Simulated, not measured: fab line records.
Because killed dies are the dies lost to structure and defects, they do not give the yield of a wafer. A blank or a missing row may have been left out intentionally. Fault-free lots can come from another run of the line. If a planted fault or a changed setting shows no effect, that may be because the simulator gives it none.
A struck lot beside a sound one | flow nandHarc | 14 out of 1302 route steps
Sound: these wafers, L226.3, L226.5, L226.6. Wafers struck: L236.1, L236.4, L236.5. Last of all comes the cause.
Order at every step that has rows: each side's tool, ch and its chambers, its first start. Under that, the readings that differ: sound wafers | struck wafers | difference of the means | sigmas: that difference in standard deviations of wafers without a fault.
alike: words and numbers the same on both sides, and readings whose means are apart by under 2 such deviations; not compared: readings that were withheld, readings missing a value for some wafer, numbers with overlapping values and no deviation given by the record, and bounds like >300 which may hide the same value.
The two part at a step that has a row with sigmas, a row that says differs or no value, or rows on one side only. Non-overlapping numbers with no deviation appear without sigmas and do not part them. Lack of a reading on every wafer of one side parts them only where that side has two or more wafers.

first, 2 steps without rows for these wafers: NHARC_A_ONON_D1_ANNEAL_15 (time 3600 s); NHARC_A_ONON_D1_DEP_16 (target thk 1000 nm).
NHARC_A_ONON_D1_THK_MEAS_18: measures by ellipsometry.
  struck on filmMetro-01, day 12 18:47; sound on filmMetro-02, day 8 18:42
  alike: thkNm
then, 1 step without rows for these wafers: NHARC_A_ONON_D1_DEP_19 (target thk 1000 nm).
NHARC_A_ONON_D1_THK_MEAS_21: measures by ellipsometry.
  struck on filmMetro-02, day 12 19:22; sound on filmMetro-02, day 8 19:16
  alike: thkNm
then, 1 step without rows for these wafers: NHARC_A_ONON_D1_DEP_22 (target thk 1000 nm).
NHARC_A_ONON_D1_THK_MEAS_24: measures by ellipsometry.
  struck on filmMetro-01, day 12 19:56; sound on filmMetro-01, day 8 19:50
reading    | sound       | struck         | difference | sigmas
thkNm (nm) | 995 994 993 | 1012 1012 1010 | +17        | +2
then, 1 step without rows for these wafers: NHARC_A_ONON_D1_DEP_25 (target thk 1000 nm).
NHARC_A_ONON_D1_THK_MEAS_27: measures by ellipsometry.
  struck on filmMetro-01, day 12 20:29; sound on filmMetro-01, day 8 20:24
  alike: thkNm
then, 1 step without rows for these wafers: NHARC_A_ONON_D1_DEP_28 (target thk 1000 nm).
NHARC_A_ONON_D1_THK_MEAS_30: measures by ellipsometry.
  struck on filmMetro-01, day 12 21:03; sound on filmMetro-01, day 8 20:58
  alike: thkNm
NHARC_A_ONON_D1_DEP_33: deposits SiO2, target thk 200 nm.
  sound on pecvd-02 ch 1,2, day 8 21:04; struck on pecvd-02 ch 0,2, day 12 21:12
  alike: heaterPowerW, throttleValvePct
NHARC_A_ONON_D1_THK_MEAS_34: measures by ellipsometry.
  struck on filmMetro-01, day 12 21:31; sound on filmMetro-01, day 8 21:26
reading    | sound             | struck            | difference | sigmas
thkNm (nm) | 197.3 201.1 199.2 | 210.0 212.7 213.7 | +12.9      | +5
-- record jumps: 17 days between struck wafers' starts before vs after; left off in module A_ONON_D1, resumes in module END, first step shown is number 1302 of the route --
NHARC_END_SORT_01:
  sound on prober-01 ch 0, day 25 17:23; struck on prober-02 ch 0, day 29 11:57
  alike: killedAtArray, killedAtOther, killedAtPeriphery, killedDies, killedOpen, killedShort

WHERE THEY PART
At NHARC_A_ONON_D1_THK_MEAS_24 first; at NHARC_A_ONON_D1_THK_MEAS_34 last (within this record only). Later steps at which nothing parts them and some readings are alike: NHARC_END_SORT_01.

WHY: what the simulator had put in
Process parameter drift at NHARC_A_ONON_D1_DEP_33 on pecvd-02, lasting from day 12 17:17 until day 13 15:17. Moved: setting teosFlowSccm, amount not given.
